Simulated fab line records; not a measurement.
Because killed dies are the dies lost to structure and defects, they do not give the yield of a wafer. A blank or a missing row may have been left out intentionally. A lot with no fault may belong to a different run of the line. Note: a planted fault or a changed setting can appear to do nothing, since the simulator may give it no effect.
Matching of chambers + flow n5 finfet + rie diel-04 running N5_DUMMY_REMOVAL_HM_STRIP_01: 4 sister chambers
The step strips SiNx in CH3F/O2, stops on poly-Si, target depth 4 nm, time 6.8 s. 4 wafers are shown with their chamber, then 9 later ones without.

WAFERS PAIRED WITH THEIR CHAMBERS
| wafer  | chamber | showerhead plenum p Torr (Torr) |
|--------|---------|---------------------------------|
| L085.1 | 3       | 2.08                            |
| L086.1 | 2       | 1.92                            |
| L086.3 | 1       | 1.97                            |
| L086.4 | 0       | 1.97                            |

WAFERS WHOSE CHAMBER IS MISSING
| wafer  | showerhead plenum p Torr (Torr) |
|--------|---------------------------------|
| L088.3 | 2.08                            |
| L088.4 | 1.97                            |
| L088.5 | 1.97                            |
| L094.3 | 2.07                            |
| L094.4 | 1.97                            |
| L094.5 | 2.07                            |
| L096.2 | 1.91                            |
| L096.3 | 1.96                            |
| L096.4 | 1.97                            |

WHICH CHAMBER EACH WENT THROUGH
| wafer  | from the rows above     | in truth |
|--------|-------------------------|----------|
| L088.3 | 3                       | 3        |
| L088.4 | can't be placed: 0 or 1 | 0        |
| L088.5 | can't be placed: 0 or 1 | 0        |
| L094.3 | 3                       | 3        |
| L094.4 | can't be placed: 0 or 1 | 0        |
| L094.5 | 3                       | 3        |
| L096.2 | 2                       | 2        |
| L096.3 | can't be placed: 0 or 1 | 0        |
| L096.4 | can't be placed: 0 or 1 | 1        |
4 of 9 placed correctly. From these rows, 5 cannot be placed; in 5 the true chamber is one of the candidates. Wrongly placed: 0.
How it was worked out, from the rows above alone: a wafer's distance from a chamber is the root of the sum, over the readings, of the square of ((its reading less the chamber's mean) divided by the reading's scatter). If the next closest chamber is less than 2 further off than the closest, the wafer can't be placed; otherwise it belongs to the closest. Each chamber's mean is taken over the wafers shown for it. The scatter (one wafer shown for each chamber): square how far every hidden wafer sits from the nearest shown wafer, average those squares and take the square root.
